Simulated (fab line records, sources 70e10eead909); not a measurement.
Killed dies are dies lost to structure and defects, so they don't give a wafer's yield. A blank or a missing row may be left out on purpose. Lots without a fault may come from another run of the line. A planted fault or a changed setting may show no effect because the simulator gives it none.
Chamber matching | flow nand_harc | NHARC_P_CONTACT_ALD_22 on ald_metal-02: 4 sister chambers
The step deposits TiN, target thk 3 nm, pulse time 1 s, ald cycles 150. 4 wafers are shown with their chamber, then 9 later ones without.

WAFERS WITH THEIR CHAMBER
wafer  | chamber | heater_power_w (W)
L089.1 | 0       | 1040
L089.5 | 2       | 1082
L092.3 | 1       | 956
L092.5 | 3       | 1140

WAFERS WITHOUT THEIR CHAMBER
wafer  | heater_power_w (W)
L094.2 | 1153
L094.4 | 968
L094.5 | 1051
L095.1 | 1143
L095.4 | 972
L095.5 | 1170
L096.2 | 965
L096.4 | 1058
L096.5 | 985

WHICH CHAMBER EACH WENT THROUGH
wafer  | from the rows above     | in truth
L094.2 | 3                       | 3
L094.4 | 1                       | 1
L094.5 | can't be placed: 0 or 2 | 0
L095.1 | 3                       | 3
L095.4 | 1                       | 1
L095.5 | 3                       | 3
L096.2 | 1                       | 1
L096.4 | can't be placed: 0 or 2 | 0
L096.5 | can't be placed: 1 or 0 | 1
Placed correctly: 6 of 9. Can't be placed from these rows: 3 (the true chamber is among the candidates in 3). Placed wrongly: 0.
How it was worked out, from the rows above alone: a wafer's distance from a chamber is the root of the sum, over the readings, of the square of ((its reading less the chamber's mean) divided by the reading's scatter). The wafer belongs to the nearest chamber; if the next one is less than 2 further off, it can't be placed. A chamber's mean is the mean of its shown wafers. The scatter: with one shown wafer a chamber, the root of the mean of the squares of how far each hidden wafer lies from its nearest shown one.
